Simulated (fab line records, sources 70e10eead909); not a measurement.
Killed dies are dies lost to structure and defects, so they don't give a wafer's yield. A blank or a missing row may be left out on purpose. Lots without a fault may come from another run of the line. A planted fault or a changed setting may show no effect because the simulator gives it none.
A struck lot beside a sound one | flow nand_harc | 14 steps out of a route of 1302
Sound: wafers L394.1, L394.3, L394.4. Struck: wafers L396.2, L396.3, L396.6. The cause comes at the end.
At each step with rows: each side's tool, then ch and its chambers, then its first start. Under that, the readings that differ: sound wafers | struck wafers | difference of the means | sigmas: that difference in standard deviations of wafers without a fault.
alike: readings whose means differ by less than 2 such deviations, and words and numbers that are the same on both sides. not compared: withheld readings, readings that some wafer has no value for, bounds like >300 that may hide the same value, and numbers for which the record gives no deviation and whose values overlap.
The two part at a step that has a row with sigmas, a row that says differs or no value, or rows on one side only. Numbers that don't overlap but have no deviation are shown without sigmas and don't part them. A reading that every wafer of one side lacks parts them only if that side has two wafers or more.

NHARC_P_GATE_RTA_64: time 1 s.
  sound on rtp_anneal-02 ch 0, day 10 15:35; struck on rtp_anneal-02 ch 0, day 11 22:44
  alike: lamp_power_pct, wafer_temp_C_max
then, 5 steps without rows for these wafers: NHARC_P_GATE_ETCH_77 (etches SiO2 in dHF, target depth 6 nm); NHARC_P_GATE_DEGAS_109 (time 60 s); NHARC_P_GATE_PRE_CLEAN_110 (time 30 s); NHARC_P_GATE_SPUTTER_78 (material Ni, target thk 10 nm); NHARC_P_GATE_SPUTTER_79 (material TiN, target thk 10 nm).
NHARC_P_GATE_RTA_80: time 30 s.
  sound on rtp_anneal-01 ch 0, day 10 16:11; struck on rtp_anneal-01 ch 0, day 11 23:26
  alike: wafer_temp_C_max
then, 1 step without rows for these wafers: NHARC_P_GATE_STRIP_67 (strips in SPM, time 600 s).
NHARC_P_GATE_RTA_82: time 30 s.
  sound on rtp_anneal-02 ch 0, day 10 16:39; struck on rtp_anneal-02 ch 0, day 11 23:54
  alike: lamp_power_pct, wafer_temp_C_max
NHARC_P_GATE_INSPECT_68:
  sound on defect_inspect-01, day 10 16:51; struck on defect_inspect-02, day 12 00:04
  alike: raw_defect_count
NHARC_P_CONTACT_DEP_30: deposits SiNx, target thk 30 nm.
  sound on pecvd-03 ch 0,2, day 10 16:55; struck on pecvd-01 ch 0,2, day 12 00:08
  alike: heater_power_w
NHARC_P_CONTACT_DEP_00: deposits SiO2, target thk 500 nm.
  sound on pecvd-03 ch 0,2; struck on pecvd-01 ch 0,2
  reading            | sound       | struck      | difference | sigmas
  heater_power_w (W) | 638 610 628 | 478 432 504 | -154       | -2
  alike: chamber_pressure_Torr, throttle_valve_pct
NHARC_P_CONTACT_CMP_01: polishes SiO2, target thk 200 nm.
  sound on cmp-03 ch 0,2,3, day 10 17:37; struck on cmp-03 ch 0,1,3, day 12 00:52
  no value came back on the struck wafers for edge_zone_pressure_frac, motor_current_A (A); on the sound wafers edge_zone_pressure_frac reads 0.994 1.009 1.000
-- the record jumps here: 19 days lie between the struck wafers' starts before and after (it left off in module P_CONTACT and takes up again in module END, whose first step shown is number 1302 of the route) --
NHARC_END_SORT_01:
  the record has rows for the struck wafers here (prober-01 ch 0, day 30 15:49) and none for the sound ones

WHERE THEY PART
First at NHARC_P_CONTACT_DEP_00; last, within this record, at NHARC_END_SORT_01.

WHY: what the simulator had put in
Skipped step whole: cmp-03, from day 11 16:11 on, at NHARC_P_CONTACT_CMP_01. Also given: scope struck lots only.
